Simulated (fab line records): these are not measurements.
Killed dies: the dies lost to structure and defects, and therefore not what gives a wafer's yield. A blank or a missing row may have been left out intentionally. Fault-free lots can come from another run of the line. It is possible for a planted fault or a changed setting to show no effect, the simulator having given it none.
Matching of chambers | flow n5Finfet | N5_DUMMY_GATE_ALD_02 on aldSin-03 has 4 sister chambers
The step deposits SiO2, target thk 2 nm, pulse time 1 s. 18 wafers are shown with their chamber, then 9 later ones without.

== WAFERS PAIRED WITH THEIR CHAMBERS ==
wafer  | chamber | heaterPowerW (W) | susceptorTempC (C) | precursorPulseHeightRel
L074.1 | 2       | 502              | 299.75             | 1.004
L074.2 | 3       | 474              | 299.72             | 0.960
L074.3 | 1       | 426              | 299.75             | 0.984
L076.1 | 3       | 461              | 299.71             | 1.009
L076.3 | 2       | 508              | 300.14             | 0.970
L076.4 | 0       | 508              | 300.20             | 1.003
L080.1 | 0       | 495              | 299.83             | 0.993
L080.2 | 2       | 508              | 299.67             | 1.032
L080.3 | 3       | 472              | 300.02             | 1.018
L080.4 | 1       | 426              | 299.77             | 1.000
L080.5 | 0       | 507              | 300.11             | 1.005
L080.6 | 3       | 476              | 299.95             | 0.978
L082.1 | 2       | 502              | 299.80             | 0.980
L082.4 | 1       | 436              | 300.28             | 1.010
L082.5 | 0       | 506              | 300.04             | 1.010
L085.1 | 1       | 439              | 299.98             | 1.043
L085.2 | 3       | 485              | 299.67             | 0.986
L085.3 | 0       | 502              | 300.00             | 0.989

SIGNATURES (averages over the wafers above)
reading                 | chamber 0 | chamber 1 | chamber 2 | chamber 3 | scatter within a chamber
heaterPowerW            | 503.60    | 431.75    | 505.00    | 473.60    | 6.45
susceptorTempC          | 300.0360  | 299.9450  | 299.8400  | 299.8140  | 0.187
precursorPulseHeightRel | 1.00000   | 1.00925   | 0.99650   | 0.99020   | 0.0218
Rule: for each reading, subtract the chamber's mean from the wafer's reading, divide by that reading's scatter and square the result; add these up over the readings and take the root, which gives the wafer's distance from the chamber. If the next closest chamber is less than 2 further off than the closest, the wafer can't be placed; otherwise it belongs to the closest. The scatter: the root of (the sum of the squares of (reading less its chamber's mean) over the shown wafers, divided by (wafers less chambers)).

== WAFERS WHOSE CHAMBER IS MISSING ==
wafer  | heaterPowerW (W) | susceptorTempC (C) | precursorPulseHeightRel
L085.4 | 502              | 300.01             | 1.006
L085.5 | 482              | 299.71             | 0.959
L085.6 | 500              | 300.22             | 0.982
L093.1 | 496              | 300.15             | 1.001
L093.2 | 501              | 300.22             | 0.995
L093.5 | 484              | 300.15             | 0.958
L095.2 | 469              | 299.85             | 0.998
L095.3 | 496              | 299.94             | 1.008
L095.6 | 440              | 299.90             | 0.994

== THE CHAMBER EACH PASSED THROUGH ==
wafer  | from the rows above          | in truth
L085.4 | can't be placed: 0 or 2      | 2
L085.5 | 3                            | 3
L085.6 | can't be placed: 0 or 2      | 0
L093.1 | can't be placed: 0 or 2      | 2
L093.2 | can't be placed: 0 or 2      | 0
L093.5 | can't be placed: 3 or 0 or 2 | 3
L095.2 | 3                            | 3
L095.3 | can't be placed: 0 or 2      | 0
L095.6 | 1                            | 1
Correctly placed: 3 of 9. From these rows, 6 cannot be placed; in 6 the true chamber is one of the candidates. Wrongly placed: 0.
